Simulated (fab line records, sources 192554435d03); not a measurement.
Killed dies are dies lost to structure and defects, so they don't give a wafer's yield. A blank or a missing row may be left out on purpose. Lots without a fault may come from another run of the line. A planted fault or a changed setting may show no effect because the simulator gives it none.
Chamber matching | flow n5_finfet | N5_BEOL_M2_STRIP_36 on rie_diel-06: 4 sister chambers
The step strips in N2/H2. 20 wafers are shown with their chamber, then 10 later ones without.

WAFERS WITH THEIR CHAMBER
wafer  | chamber | drypump_motor_current_A (A) | showerhead_plenum_p_Torr (Torr) | throttle_valve_pct (%)
L075.2 | 2       | 5.1                         | 2.64                            | 23.63
L075.3 | 1       | 5.7                         | 2.57                            | 23.66
L075.4 | 0       | 6.0                         | 2.52                            | 23.93
L077.1 | 2       | 5.1                         | 2.64                            | 23.67
L077.2 | 0       | 5.9                         | 2.52                            | 23.98
L077.5 | 0       | 5.9                         | 2.52                            | 23.96
L080.3 | 2       | 5.1                         | 2.64                            | 23.69
L080.5 | 3       | 5.9                         | 2.53                            | 23.63
L080.6 | 0       | 6.0                         | 2.51                            | 23.94
L083.1 | 3       | 5.8                         | 2.53                            | 23.66
L083.4 | 0       | 5.9                         | 2.51                            | 23.94
L083.6 | 0       | 6.0                         | 2.51                            | 23.94
L084.1 | 0       | 6.0                         | 2.51                            | 24.00
L084.2 | 3       | 5.9                         | 2.53                            | 23.65
L084.4 | 2       | 5.1                         | 2.63                            | 23.68
L088.2 | 1       | 5.7                         | 2.56                            | 23.71
L088.4 | 0       | 6.0                         | 2.51                            | 23.98
L088.5 | 1       | 5.7                         | 2.56                            | 23.71
L087.2 | 3       | 5.9                         | 2.53                            | 23.65
L087.3 | 0       | 6.0                         | 2.51                            | 23.97

SIGNATURES (means of the wafers above)
reading                  | chamber 0 | chamber 1 | chamber 2 | chamber 3 | scatter within a chamber
drypump_motor_current_A  | 5.967     | 5.700     | 5.100     | 5.875     | 0.0415
showerhead_plenum_p_Torr | 2.5133    | 2.5633    | 2.6375    | 2.5300    | 0.00462
throttle_valve_pct       | 23.9600   | 23.6933   | 23.6675   | 23.6475   | 0.0235
Rule: a wafer's distance from a chamber is the root of the sum, over the readings, of the square of ((its reading less the chamber's mean) divided by the reading's scatter). The wafer belongs to the nearest chamber; if the next one is less than 2 further off, it can't be placed. The scatter: the root of (the sum of the squares of (reading less its chamber's mean) over the shown wafers, divided by (wafers less chambers)).

WAFERS WITHOUT THEIR CHAMBER
wafer  | drypump_motor_current_A (A) | showerhead_plenum_p_Torr (Torr) | throttle_valve_pct (%)
L087.5 | 5.9                         | 2.51                            | 23.98
L092.1 | 5.9                         | 2.52                            | 23.66
L092.2 | 5.7                         | 2.56                            | 23.71
L092.5 | 5.9                         | 2.50                            | 24.02
L095.1 | 5.1                         | 2.62                            | 23.74
L095.2 | 5.9                         | 2.52                            | 23.69
L095.4 | 6.0                         | 2.50                            | 24.00
L097.4 | 6.0                         | 2.50                            | 24.00
L097.5 | 6.0                         | 2.50                            | 24.03
L097.6 | 5.9                         | 2.51                            | 23.70

WHICH CHAMBER EACH WENT THROUGH
wafer  | from the rows above | in truth
L087.5 | 0                   | 0
L092.1 | 3                   | 3
L092.2 | 1                   | 1
L092.5 | 0                   | 0
L095.1 | 2                   | 2
L095.2 | 3                   | 3
L095.4 | 0                   | 0
L097.4 | 0                   | 0
L097.5 | 0                   | 0
L097.6 | 3                   | 3
Placed correctly: 10 of 10. Can't be placed from these rows: 0. Placed wrongly: 0.
